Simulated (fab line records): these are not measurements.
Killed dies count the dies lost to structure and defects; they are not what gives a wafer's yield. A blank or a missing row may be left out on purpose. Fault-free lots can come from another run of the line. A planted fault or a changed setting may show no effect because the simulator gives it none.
Lot-split experiment ; flow n5 finfet ; route with 1938 steps; 7 lots, 21 wafers read

== ON THE SPLIT ==
At N5_BEOL_M12_TRENCH_ETCH_34 (etches SiOC in C4F8/O2/Ar, target depth 318.95 nm, time 125.5 s), the setting time s was moved away from the recipe's 125.5 s on 9 of the 21 wafers read, by -18.8% to +18.8%. This setting was run at the recipe's value on the other wafers.

== FROM THE SPLIT TO THE READING: what the file shows between them, 10 steps ==
- N5_BEOL_M12_STRIP_70: strips in C4F8/O2/Ar
- N5_BEOL_M12_OCD_MEAS_35
- N5_BEOL_M12_STRIP_37: strips in N2/H2
- N5_BEOL_M12_ETCH_38: etches SiCN in CF4/N2, target depth 68.7 nm, time 73.4 s
- N5_BEOL_M12_ECD_47: material Cu, target thk 720 nm
- N5_BEOL_M12_ANNEAL_48: time 90 s
- N5_BEOL_M12_CMP_49: polishes, stops on SiOC, t overpolish 20.6 s, target thk 320 nm
- N5_BEOL_M12_THK_MEAS_50: measures by xrf
- N5_BEOL_M12_PRE_CLEAN_52: time 15 s
- N5_BEOL_M12_DEP_53: deposits SiCN from 3MS/NH3, target thk 30 nm, time 10.5 s

== THE READING ==
M12_RS in ohm/sq, measured at N5_BEOL_M12_RS_MEAS_54 by four-point-probe. Fault-free wafers of this fab line usually give 0.0606 ohm/sq, standard deviation 0.0013 ohm/sq.

wafer;tool, chamber at the split;time s as run, s;against the recipe;M12_RS, ohm/sq;against lot-mates on the recipe
L074.1;rie diel-02, 0;125.5;recipe;0.0616;-
L074.4;rie diel-02, 1;125.5;recipe;0.0601;-
L074.6;rie diel-02, 0;125.5;recipe;0.0617;-
L079.1;rie diel-02, 3;125.5;recipe;0.0583;-
L079.2;rie diel-02, 2;125.5;recipe;0.0595;-
L079.3;rie diel-02, 0;125.5;recipe;0.0617;-
L080.1;rie diel-04, 3;101.9;-18.8%;0.0734;+0.0156
L080.2;rie diel-04, 1;125.5;recipe;0.0578;-
L080.3;rie diel-04, 2;101.9;-18.8%;0.0738;+0.0160
L082.2;rie diel-06, 3;141.8;+13.0%;0.0533;-0.0090
L082.3;rie diel-06, 1;125.5;recipe;0.0623;-
L082.5;rie diel-06, 3;141.8;+13.0%;0.0532;-0.0091
L085.1;rie diel-06, 2;149.1;+18.8%;0.0495;-0.0126
L085.3;rie diel-06, 1;149.1;+18.8%;0.0523;-0.0098
L085.4;rie diel-06, 0;125.5;recipe;0.0621;-
L086.1;rie diel-06, 2;125.5;recipe;0.0587;-
L086.5;rie diel-06, 1;111.2;-11.4%;0.0710;+0.0103
L086.6;rie diel-06, 0;125.5;recipe;0.0627;-
L089.4;rie diel-04, 3;125.5;recipe;0.0590;-
L089.5;rie diel-04, 0;144.5;+15.1%;0.0537;-0.0053
L089.6;rie diel-04, 3;144.5;+15.1%;0.0507;-0.0083

THE FIT
A straight line over all 21 wafers: M12_RS changes by -0.000616 ohm/sq for each +1% of time s; r = -0.97; the points scatter about the line by 0.0018 ohm/sq.
The same after taking each lot's own level away (the mean of its wafers on the recipe; 21 wafers): -0.00069 ohm/sq for each +1%; r = -0.97; scatter 0.0018 ohm/sq.
On that fit, the largest move of time s shifts the reading by 0.013 ohm/sq.
Measured against the standard deviation above, the lots' own levels, which go from 0.05780 to 0.06230 ohm/sq, span 3.5 times it.
So the slope is not independent of the lot-to-lot level: the two fits are not the same.
Check: with one of the wafers moved furthest among these (-18.8%) left out of the fit, the line predicts +0.0133 ohm/sq for it against its lot-mates. Against them it came out at +0.0156 ohm/sq.

== THE WHOLE CHAIN: every reading that the file lists as answering this split, in the file's order ==
step;what it does;reading;change (the file's fit);r (the file's)
N5_BEOL_M12_TRENCH_ETCH_34;etches SiOC in C4F8/O2/Ar, target depth 318.95 nm, time 125.5 s;etch.depth nm (the simulator's own value, which no gauge read);+3.45 nm for each +1% of the setting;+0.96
N5_BEOL_M12_OCD_MEAS_35;;trench depth nm;+3.45 nm for each +1% of the setting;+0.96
N5_BEOL_M12_CMP_49;polishes, stops on SiOC, t overpolish 20.6 s, target thk 320 nm;Cu_of_BEOL_M12_ECD_47.thk nm (the simulator's own value, which no gauge read);+3.5 nm for each +1% of the setting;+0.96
N5_BEOL_M12_THK_MEAS_50;measures by xrf;M12_THK;+3.54 for each +1% of the setting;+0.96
N5_BEOL_M12_RS_MEAS_54;measures by four-point-probe;M12_RS;-0.000684 for each +1% of the setting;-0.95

== THE FILE'S OWN FIT ==
M12_RS changes by -0.000684 ohm/sq for each +1% of time s, r = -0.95.
